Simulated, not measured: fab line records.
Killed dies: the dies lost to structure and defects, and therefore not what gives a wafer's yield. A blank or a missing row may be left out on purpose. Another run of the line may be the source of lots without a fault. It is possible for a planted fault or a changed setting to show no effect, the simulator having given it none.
What tool caused it? -- flow n5Finfet -- 10 lots, 30 wafers sampled, at 5 steps of a route of 1938

## WHAT THE GAUGES SHOWED, per wafer
N5_BEOL_M8_THK_MEAS_01.
lot,measured,on,M8_ILD_THK (nm)
L763,day 9 18:53,filmMetro-01,153.0 155.6 158.4
L761,day 10 02:34,filmMetro-02,153.4 155.7 155.0
L765,day 10 10:40,filmMetro-02,154.4 155.8 156.9
L766,day 10 10:57,filmMetro-02,153.5 155.7 156.7
L767,day 10 13:46,filmMetro-02,155.9 155.3 156.8
L771,day 11 18:48,filmMetro-01,152.0 134.2 154.0
L777,day 13 09:39,filmMetro-01,156.7 155.1 159.1
L782,day 14 13:41,filmMetro-02,153.7 152.5 152.9
L781,day 14 13:49,filmMetro-01,153.4 155.7 155.5
L783,day 15 06:14,filmMetro-01,157.1 156.6 157.8

## WHICH TOOL RAN EACH LOT (tool, then ch and the chambers of the sampled wafers, then the start)
lot,N5_BEOL_M7_TRENCH_ETCH_37,N5_BEOL_M7_SPUTTER_48,N5_BEOL_M7_ANNEAL_51,N5_BEOL_M8_ILD_DEP_00
L763,"rieDiel-01 ch 1,2, day 9 17:12 or earlier","pvdSputter-01, day 9 17:12","rtpAnneal-01 ch 0, day 9 17:37","pecvd-02 ch 0,1, day 9 18:18"
L761,"rieDiel-01 ch 1,2,3, day 10 00:56 or earlier","pvdSputter-02, day 10 00:56","rtpAnneal-02 ch 0, day 10 01:16","pecvd-02 ch 0,2, day 10 01:59"
L765,"rieDiel-06 ch 0,3, day 10 09:05 or earlier","pvdSputter-01, day 10 09:05","rtpAnneal-01 ch 0, day 10 09:23","pecvd-02 ch 1,2, day 10 10:05"
L766,"rieDiel-01 ch 0,1,2, day 10 09:14 or earlier","pvdSputter-02, day 10 09:14","rtpAnneal-01 ch 0, day 10 09:34","pecvd-02 ch 0,2, day 10 10:22"
L767,"rieDiel-06 ch 0,1, day 10 11:55 or earlier","pvdSputter-03, day 10 11:55","rtpAnneal-02 ch 0, day 10 12:17","pecvd-03 ch 0,2, day 10 13:11"
L771,"rieDiel-01 ch 0,2,3, day 11 16:41 or earlier","pvdSputter-01, day 11 16:41","rtpAnneal-01 ch 0, day 11 17:29","pecvd-02 ch 0,1,2, day 11 18:13"
L777,"rieDiel-03 ch 0,2,3, day 13 08:00 or earlier","pvdSputter-02, day 13 08:00","rtpAnneal-02 ch 0, day 13 08:13","pecvd-03 ch 0,1,2, day 13 09:01"
L782,"rieDiel-03 ch 0,2,3, day 14 11:46 or earlier","pvdSputter-01, day 14 11:46","rtpAnneal-01 ch 0, day 14 12:19","pecvd-02 ch 1,2, day 14 13:06"
L781,"rieDiel-01 ch 0,1,3, day 14 11:58 or earlier","pvdSputter-02, day 14 11:58","rtpAnneal-02 ch 0, day 14 12:29","pecvd-04 ch 0,1,2, day 14 13:14"
L783,"rieDiel-06 ch 0,1,3, day 15 04:08 or earlier","pvdSputter-02, day 15 04:08","rtpAnneal-01 ch 0, day 15 05:01","pecvd-04 ch 0,1,2, day 15 05:41"
- N5_BEOL_M7_TRENCH_ETCH_37: etches SiCOH lowk in C4F6/O2, target depth 93.478 nm, time 31.2 s.
- N5_BEOL_M7_SPUTTER_48: material Cu, target thk 10 nm, time 1.667 s.
- N5_BEOL_M7_ANNEAL_51: time 90 s.
- N5_BEOL_M8_ILD_DEP_00: deposits SiCOH lowk from DEMS/porogen, target thk 179.75 nm, time 33.4 s.

## WHAT THE TOOLS THEMSELVES READ (means of the sampled wafers that have a number; where no wafer has one, the mark that the record gives instead)
N5_BEOL_M7_TRENCH_ETCH_37.
lot,tool,drypumpMotorCurrentA (A),oesProductAu (a.u.),rfVppV (V),showerheadPlenumPTorr (Torr),throttleValvePct (%)
L763,rieDiel-01,6.0,0.70,659,2.73,20.86
L761,rieDiel-01,6.1,0.76,669,2.77,20.78
L765,rieDiel-06,5.5,0.85,665,2.91,20.90
L766,rieDiel-01,5.7,0.70,656,2.81,20.87
L767,rieDiel-06,5.8,0.87,653,2.78,20.63
L771,rieDiel-01,5.8,0.74,663,2.79,20.82
L777,rieDiel-03,5.5,0.81,662,2.87,20.72
L782,rieDiel-03,5.4,0.80,662,2.87,20.73
L781,rieDiel-01,5.7,0.73,667,2.83,20.84
L783,rieDiel-06,5.7,0.81,662,2.86,20.76

N5_BEOL_M7_SPUTTER_48.
lot,tool,chuckGasFlowSccm (sccm),chuckSensorTempC (C),substrateTempC (C),throttleValvePct (%)
L763,pvdSputter-01,1.28,-16.0,-19.90,30.2
L761,pvdSputter-02,1.26,-16.1,-20.02,29.5
L765,pvdSputter-01,1.22,-15.9,-19.95,28.7
L766,pvdSputter-02,1.27,-16.1,-19.98,29.6
L767,pvdSputter-03,1.30,-15.7,-20.07,29.2
L771,pvdSputter-01,1.22,-16.0,-19.93,30.0
L777,pvdSputter-02,1.26,-16.0,-19.90,29.5
L782,pvdSputter-01,1.22,-15.3,-19.87,30.5
L781,pvdSputter-02,1.23,-15.9,-20.04,29.6
L783,pvdSputter-02,1.25,-16.1,-19.96,29.7

N5_BEOL_M7_ANNEAL_51.
lot,tool,annealTempCMax,wafer_temp_C_max
L763,rtpAnneal-01,225.67,225.8
L761,rtpAnneal-02,225.93,226.3
L765,rtpAnneal-01,225.87,225.4
L766,rtpAnneal-01,225.94,225.3
L767,rtpAnneal-02,226.22,226.2
L771,rtpAnneal-01,225.72,226.1
L777,rtpAnneal-02,226.06,226.0
L782,rtpAnneal-01,225.83,225.7
L781,rtpAnneal-02,226.18,226.2
L783,rtpAnneal-01,225.62,225.8

N5_BEOL_M8_ILD_DEP_00.
lot,tool,heaterPowerOuterW (W),heaterPowerW (W),showerheadPlenumPTorr (Torr),showerheadVppV (V),susceptorTempC (C),throttleValvePct (%)
L763,pecvd-02,137,293,5.744,1376,299.91,13.9
L761,pecvd-02,172,379,5.737,1342,299.94,14.0
L765,pecvd-02,176,367,5.738,1346,300.13,13.5
L766,pecvd-02,156,351,5.735,1326,300.07,14.5
L767,pecvd-03,105,269,5.750,1413,299.95,13.7
L771,pecvd-02,182,379,5.744,1362,309.13,14.3
L777,pecvd-03,134,290,5.747,1457,299.84,13.9
L782,pecvd-02,149,315,5.752,1385,300.05,13.6
L781,pecvd-04,117,268,5.759,1368,300.09,13.4
L783,pecvd-04,116,267,5.751,1346,299.89,13.3

## THE ANSWER, worked out from the rows above alone
Rule: usual is defined by the lots themselves. The widest of any qualifying gaps counts: lots, ordered by their means at a reading, are off when they make up no more than a third of the lots, leave a main group of 4 or more, and stand apart from it by 3 or more times the standard deviation of that group's means. Not used: any main group whose means are identical at the precision the tables above print for the reading. Also off: a lot with no number at a reading for which 4 or more lots have one. All remaining lots with rows at the step are treated as sound. The gauges are gone through in route order, then the tools' own readings, and for those a lot's mean is taken as printed above. At the first step where some lot is off, the reading lying furthest off is the one used; lots without a number count as furthest.
Off: L771, at N5_BEOL_M8_THK_MEAS_01 (M8_ILD_THK). For the main group the mean is 155.5 nm and the standard deviation 1.2.
If a tool, at a process step before that reading, ran all the lots that are off and no sound lot after the first of them, it fits. The gauges at N5_BEOL_M8_THK_MEAS_01 aren't tried: what is off there is off at N5_BEOL_M8_ILD_DEP_00 too, on other tools, and a gauge's error can't cause that. N5_BEOL_M7_TRENCH_ETCH_37: start missing for some lots; hours and lot order therefore follow N5_BEOL_M7_SPUTTER_48. No candidate that was tried fits.

## WHAT THE SIMULATOR PUT IN
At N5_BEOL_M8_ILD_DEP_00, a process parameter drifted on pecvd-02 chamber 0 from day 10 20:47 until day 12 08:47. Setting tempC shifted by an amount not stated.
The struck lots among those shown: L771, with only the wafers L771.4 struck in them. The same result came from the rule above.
